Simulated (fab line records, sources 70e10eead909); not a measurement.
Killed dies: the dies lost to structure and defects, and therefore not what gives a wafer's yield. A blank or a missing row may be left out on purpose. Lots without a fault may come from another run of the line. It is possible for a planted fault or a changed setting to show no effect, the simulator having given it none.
Which tool was responsible? | flow nand-harc | 6 lots with 18 wafers sampled at 5 steps, on a route of 1302 steps

== WHAT THE GAUGES SHOWED, per wafer ==
NHARC_END_SORT_01.
lot  | measured     | on        | defect-limited-yield (%)
L218 | day 24 18:06 | prober-01 | 87.1 88.2 88.0
L221 | day 25 20:44 | prober-02 | 91.3 94.8 93.2
L222 | day 26 05:13 | prober-01 | 91.3 91.7 93.2
L235 | day 31 21:01 | prober-01 | 88.0 89.8 88.5
L237 | day 33 11:07 | prober-02 | 92.3 89.5 90.8
L238 | day 35 08:07 | prober-01 | 88.2 88.2 91.3

== TOOL THAT RAN EACH LOT (tool first, then ch and the chambers of the sampled wafers, then the start) ==
lot  | NHARC_A_M1_PRE_CLEAN_30                 | NHARC_A_M1_PVD_21                       | NHARC_A_M1_DEP_33               | NHARC_A_BONDPAD_CMP_29
L218 | pvd-sputter-01, day 23 11:22 or earlier | pvd-sputter-01, day 23 11:22 or earlier | pecvd-02 ch 0,1, day 23 11:22   | cmp-02 ch 0,1,3, day 23 12:22
L221 | pvd-sputter-02, day 24 15:02 or earlier | pvd-sputter-02, day 24 15:02 or earlier | pecvd-02 ch 0,1,2, day 24 15:02 | cmp-04 ch 0,2,3, day 24 15:59
L222 | pvd-sputter-02, day 24 19:28 or earlier | pvd-sputter-02, day 24 19:28 or earlier | pecvd-02 ch 1,2, day 24 19:28   | cmp-04 ch 0,1,2, day 24 20:25
L235 | pvd-sputter-01, day 30 13:29 or earlier | pvd-sputter-01, day 30 13:29 or earlier | pecvd-04 ch 0,1, day 30 13:29   | cmp-02 ch 0,3, day 30 14:25
L237 | pvd-sputter-03, day 32 00:20 or earlier | pvd-sputter-03, day 32 00:20 or earlier | pecvd-04 ch 0,2, day 32 00:20   | cmp-03 ch 0,2,3, day 32 01:14
L238 | pvd-sputter-03, day 33 15:05 or earlier | pvd-sputter-03, day 33 15:05 or earlier | pecvd-03 ch 0,1, day 33 15:05   | cmp-04 ch 0,1,2, day 33 16:11
- NHARC_A_M1_PRE_CLEAN_30: time 30 s.
- NHARC_A_M1_PVD_21: deposits Cu, target thk 30 nm, time 20.49 s.
- NHARC_A_M1_DEP_33: deposits SiCN, target thk 30 nm.
- NHARC_A_BONDPAD_CMP_29: polishes SiCN, target thk 200 nm.

== THE ANSWER, worked out from the rows above alone ==
Rule: usual is defined by the lots themselves. The widest of any qualifying gaps counts: lots, ordered by their means at a reading, are off when they make up no more than a third of the lots, leave a main group of 4 or more, and stand apart from it by 3 or more times the standard deviation of that group's means. The tables above print the reading to a certain number of digits; a main group whose means all agree to those digits is not used. A lot without any number at a reading at which 4 lots or more have one is off too. All remaining lots with rows at the step are treated as sound.
No lot is off at any reading shown: from this, nothing can be told.

== WHAT THE SIMULATOR PUT IN ==
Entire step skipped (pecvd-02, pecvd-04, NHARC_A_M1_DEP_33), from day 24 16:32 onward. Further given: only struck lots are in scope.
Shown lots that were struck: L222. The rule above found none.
